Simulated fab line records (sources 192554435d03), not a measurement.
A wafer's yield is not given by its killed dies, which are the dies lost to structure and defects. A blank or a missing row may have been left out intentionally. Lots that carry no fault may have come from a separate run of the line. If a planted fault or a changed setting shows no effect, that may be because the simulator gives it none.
The tool behind it: which one? | flow n5Finfet | Sampling: 9 lots, 27 wafers, 6 of 1938 route steps

## WHAT THE GAUGES SHOWED, per wafer
N5_BEOL_M11_OCD_MEAS_38. Usual: trenchDepthNm 148 nm, standard deviation 3.3.
lot  | measured     | on     | trenchDepthNm (nm) | flag
L315 | day 10 16:28 | ocd-02 | 148 150 147        | 
L318 | day 11 04:02 | ocd-02 | 146 148 148        | 
L321 | day 12 19:56 | ocd-02 | 149 146 150        | 
L328 | day 13 20:21 | ocd-01 | 145 149 149        | 
L327 | day 13 23:06 | ocd-01 | 149 153 147        | 
L325 | day 14 01:20 | ocd-01 | 150 148 151        | 
L335 | day 16 08:20 | ocd-01 | 148 148 151        | 
L338 | day 16 17:37 | ocd-01 | 148 146 145        | 
L337 | day 16 21:13 | ocd-01 | 147 143 147        | 

N5_BEOL_M12_CD_MEAS_17: the cd target is 140 nm. Usual: cdNm 140.1 nm, standard deviation 2.7.
lot  | measured     | on       | cdNm (nm)         | flag
L315 | day 10 20:01 | cdSem-01 | 143.6 142.5 144.1 | 
L318 | day 11 08:04 | cdSem-02 | 141.7 141.2 142.8 | 
L321 | day 12 23:25 | cdSem-01 | 140.7 140.0 139.2 | 
L328 | day 14 00:31 | cdSem-01 | 138.8 133.6 139.2 | 
L327 | day 14 04:02 | cdSem-03 | 141.2 142.5 143.8 | 
L325 | day 14 05:11 | cdSem-03 | 142.2 144.3 139.3 | 
L335 | day 16 13:05 | cdSem-01 | 142.0 146.1 149.0 | 
L338 | day 16 21:36 | cdSem-02 | 138.7 135.3 133.9 | 
L337 | day 17 01:21 | cdSem-03 | 136.4 134.2 142.0 | 

## TOOL THAT RAN EACH LOT (tool first, then ch and the chambers of the sampled wafers, then the start)
lot  | N5_BEOL_M11_ETCH_41                          | N5_BEOL_M11_CMP_52            | N5_BEOL_M12_ETCH_59               | N5_BEOL_M12_STRIP_63
L315 | rieDiel-04 ch 0,3, day 10 16:28 or earlier   | cmp-02 ch 0,1,3, day 10 18:35 | rieDiel-03 ch 0,1, day 10 19:33   | plasmaAsher-02 ch 0,1, day 10 19:49
L318 | rieDiel-05 ch 0,1,2, day 11 04:02 or earlier | cmp-03 ch 1,3, day 11 06:28   | rieDiel-03 ch 0,3, day 11 07:36   | plasmaAsher-02 ch 0,1, day 11 07:51
L321 | rieDiel-04 ch 0,3, day 12 19:56 or earlier   | cmp-03 ch 0,1,2, day 12 21:52 | rieDiel-03 ch 1,2, day 12 22:58   | plasmaAsher-01 ch 0,1, day 12 23:13
L328 | rieDiel-01 ch 1,2,3, day 13 20:21 or earlier | cmp-04 ch 1,2,3, day 13 23:05 | rieDiel-06 ch 2,3, day 14 00:03   | plasmaAsher-02 ch 0,1, day 14 00:20
L327 | rieDiel-04 ch 0,1,3, day 13 23:06 or earlier | cmp-03 ch 0,1,2, day 14 02:28 | rieDiel-03 ch 0,1, day 14 03:34   | plasmaAsher-01 ch 0,1, day 14 03:50
L325 | rieDiel-05 ch 0,1, day 14 01:20 or earlier   | cmp-03 ch 0,1,2, day 14 03:44 | rieDiel-06 ch 0,2,3, day 14 04:44 | plasmaAsher-01 ch 0,1, day 14 04:59
L335 | rieDiel-04 ch 0,2,3, day 16 08:20 or earlier | cmp-03 ch 0,3, day 16 11:37   | rieDiel-03 ch 1,2, day 16 12:37   | plasmaAsher-01 ch 0,1, day 16 12:52
L338 | rieDiel-05 ch 0,1,2, day 16 17:37 or earlier | cmp-02 ch 1,2, day 16 20:04   | rieDiel-06 ch 1,3, day 16 21:08   | plasmaAsher-02 ch 0,1, day 16 21:23
L337 | rieDiel-01 ch 0,2,3, day 16 21:13 or earlier | cmp-04 ch 0,1,2, day 16 23:44 | rieDiel-02 ch 0,1,3, day 17 00:53 | plasmaAsher-02 ch 0,1, day 17 01:09
- N5_BEOL_M11_ETCH_41: etches SiCN in CH3F/O2, target depth 42.6 nm, time 86 s.
- N5_BEOL_M11_CMP_52: polishes, stops on SiCOH lowk, t overpolish 7 s, target thk 140 nm.
- N5_BEOL_M12_ETCH_59: etches BARC in N2/H2, target depth 89 nm, overetch 26.7 nm, time 67.9 s.
- N5_BEOL_M12_STRIP_63: strips in N2/H2.

## AS READ BY THE TOOLS THEMSELVES (means over the sampled wafers that have a number; for cases with no such wafer, the mark the record gives instead)
N5_BEOL_M11_ETCH_41. Usual: drypumpMotorCurrentA 5.7 A, standard deviation 0.34; oesProductAu 0.82 a.u., standard deviation 0.098; rfFwdPowerW 392.7 W, standard deviation 1.4; rfVppV 297.4 V, standard deviation 1.2; showerheadPlenumPTorr 2.01 Torr, standard deviation 0.061; throttleValvePct 16.18 %, standard deviation 0.21.
lot  | tool       | drypumpMotorCurrentA (A) | oesProductAu (a.u.) | rfFwdPowerW (W) | rfVppV (V) | showerheadPlenumPTorr (Torr) | throttleValvePct (%) | flag
L315 | rieDiel-04 | 5.8                      | 0.95                | 392.3           | 297.9      | 2.05                         | 16.10                | 
L318 | rieDiel-05 | 5.5                      | 0.77                | 392.8           | 297.9      | 2.04                         | 16.29                | 
L321 | rieDiel-04 | 5.8                      | 0.90                | 392.7           | 298.0      | 2.05                         | 16.14                | 
L328 | rieDiel-01 | 5.5                      | 0.79                | 393.4           | 296.4      | 1.95                         | 16.29                | 
L327 | rieDiel-04 | 5.9                      | 0.92                | 392.6           | 298.6      | 2.04                         | 16.15                | 
L325 | rieDiel-05 | 5.3                      | 0.81                | 391.3           | 298.2      | 2.09                         | 16.27                | 
L335 | rieDiel-04 | 5.9                      | 0.84                | 393.7           | 297.0      | 2.00                         | 16.07                | 
L338 | rieDiel-05 | 5.5                      | 0.80                | 391.9           | 297.0      | 2.03                         | 16.21                | 
L337 | rieDiel-01 | 5.5                      | 0.78                | 394.2           | 297.2      | 1.95                         | 16.34                | 

N5_BEOL_M11_CMP_52. Usual: barrierFieldEndpointS 29.1 s, standard deviation 0.74; motorCurrentA 5.6 A, standard deviation 0.69; overpolishRunS 7.000 s, standard deviation 0.0084; slurryFilterDpKPa 13.52 kPa, standard deviation 0.12; timeToEndpointS 67 s, standard deviation 3.5.
lot  | tool   | barrierFieldEndpointS (s) | motorCurrentA (A) | overpolishRunS (s) | slurryFilterDpKPa (kPa) | timeToEndpointS (s) | flag
L315 | cmp-02 | 29.2                      | 5.5               | 6.992              | 13.45                   | 62                  | 
L318 | cmp-03 | 28.9                      | 6.1               | 7.007              | 13.52                   | 63                  | 
L321 | cmp-03 | 30.1                      | 5.4               | 7.002              | 13.47                   | 72                  | 
L328 | cmp-04 | 29.8                      | 5.7               | 6.992              | 13.39                   | 74                  | 
L327 | cmp-03 | 29.3                      | 5.2               | 7.001              | 13.42                   | 66                  | 
L325 | cmp-03 | 29.4                      | 5.5               | 6.997              | 13.53                   | 64                  | 
L335 | cmp-03 | 28.6                      | 5.8               | 7.007              | 13.49                   | 64                  | 
L338 | cmp-02 | 29.0                      | 6.1               | 7.000              | 13.69                   | 67                  | 
L337 | cmp-04 | 29.0                      | 5.1               | 7.001              | 13.63                   | 68                  | 

N5_BEOL_M12_ETCH_59. Usual: drypumpMotorCurrentA 5.7 A, standard deviation 0.5; h2FlowSccm 200.0 sccm, standard deviation 0.63; oesProductAu 0.67 a.u., standard deviation 0.04; rfFwdPowerW 834 W, standard deviation 3.1; rfVppV 523.5 V, standard deviation 2.2; showerheadPlenumPTorr 2.53 Torr, standard deviation 0.076; throttleValvePct 17.78 %, standard deviation 0.27.
lot  | tool       | drypumpMotorCurrentA (A) | h2FlowSccm (sccm) | oesProductAu (a.u.) | rfFwdPowerW (W) | rfVppV (V) | showerheadPlenumPTorr (Torr) | throttleValvePct (%) | flag
L315 | rieDiel-03 | 5.9                      | 199.8             | 0.72                | 831             | 525.9      | 2.61                         | 17.52                | 
L318 | rieDiel-03 | 5.6                      | 199.6             | 0.67                | 835             | 526.3      | 2.62                         | 17.49                | 
L321 | rieDiel-03 | 5.8                      | 200.0             | 0.71                | 830             | 525.0      | 2.57                         | 17.50                | 
L328 | rieDiel-06 | 6.2                      | 200.5             | 0.66                | 833             | 523.0      | 2.52                         | 18.05                | 
L327 | rieDiel-03 | 5.7                      | 200.0             | 0.68                | 837             | 526.3      | 2.63                         | 17.46                | 
L325 | rieDiel-06 | 6.1                      | 199.7             | 0.67                | 836             | 522.1      | 2.49                         | 17.95                | 
L335 | rieDiel-03 | 5.9                      | 200.5             | 0.69                | 835             | 524.3      | 2.56                         | 17.61                | 
L338 | rieDiel-06 | 5.4                      | 199.7             | 0.61                | 838             | 520.8      | 2.44                         | 18.09                | 
L337 | rieDiel-02 | 5.3                      | 200.4             | 0.62                | 834             | 522.7      | 2.53                         | 18.06                | 

N5_BEOL_M12_STRIP_63. Usual: drypumpMotorCurrentA 5.6 A, standard deviation 0.36; h2FlowSccm 3250 sccm, standard deviation 9.5; heaterPowerW 313 W, standard deviation 13; oesProductAu 0.694 a.u., standard deviation 0.004; stripTimeToEndpointS 42.9 s, standard deviation 0.87; tempC 249.96 C, standard deviation 0.16.
lot  | tool           | drypumpMotorCurrentA (A) | h2FlowSccm (sccm) | heaterPowerW (W) | oesProductAu (a.u.) | stripTimeToEndpointS (s) | tempC (C) | flag
L315 | plasmaAsher-02 | 5.4                      | 3259              | 319              | 0.698               | 42.2                     | 249.88    | 
L318 | plasmaAsher-02 | 5.3                      | 3248              | 321              | 0.690               | 42.9                     | 250.09    | 
L321 | plasmaAsher-01 | 5.8                      | 3252              | 306              | 0.691               | 43.0                     | 249.98    | 
L328 | plasmaAsher-02 | 5.6                      | 3255              | 320              | 0.693               | 42.9                     | 249.93    | 
L327 | plasmaAsher-01 | 5.8                      | 3243              | 310              | 0.690               | 42.6                     | 249.87    | 
L325 | plasmaAsher-01 | 5.6                      | 3244              | 304              | 0.694               | 43.0                     | 250.05    | 
L335 | plasmaAsher-01 | 5.6                      | 3260              | 297              | 0.679               | 35.3                     | 250.08    | OFF
L338 | plasmaAsher-02 | 5.3                      | 3253              | 317              | 0.693               | 43.5                     | 250.09    | 
L337 | plasmaAsher-02 | 5.3                      | 3268              | 318              | 0.698               | 42.8                     | 249.89    | 

## THE ANSWER, worked out from the rows above alone
Rule: take the mean of a lot's wafers that have a number; if it is more than 3 standard deviations from the usual mean, the lot is off. A lot without any number at a reading at which 4 lots or more have one is off too. All remaining lots with rows at the step are treated as sound. Order of review: gauges by route order, followed by the tools' own readings, for which a lot's mean as printed above is used. At the first step where some lot is off, the reading lying furthest off is the one used; lots without a number count as furthest.
Off: L335 (N5_BEOL_M12_STRIP_63, stripTimeToEndpointS).
If a tool, at that step or one of the process steps before it, ran each lot that is off and ran no sound lot following the first of them, it fits. N5_BEOL_M11_ETCH_41 gives no start for some lots, so the hours and the order of its lots are those of N5_BEOL_M11_OCD_MEAS_38. Can't be told from this: 4 tools fit, rieDiel-04 at N5_BEOL_M11_ETCH_41, cmp-03 at N5_BEOL_M11_CMP_52, rieDiel-03 at N5_BEOL_M12_ETCH_59, plasmaAsher-01 at N5_BEOL_M12_STRIP_63.

## WHAT HAD BEEN PUT IN BY THE SIMULATOR
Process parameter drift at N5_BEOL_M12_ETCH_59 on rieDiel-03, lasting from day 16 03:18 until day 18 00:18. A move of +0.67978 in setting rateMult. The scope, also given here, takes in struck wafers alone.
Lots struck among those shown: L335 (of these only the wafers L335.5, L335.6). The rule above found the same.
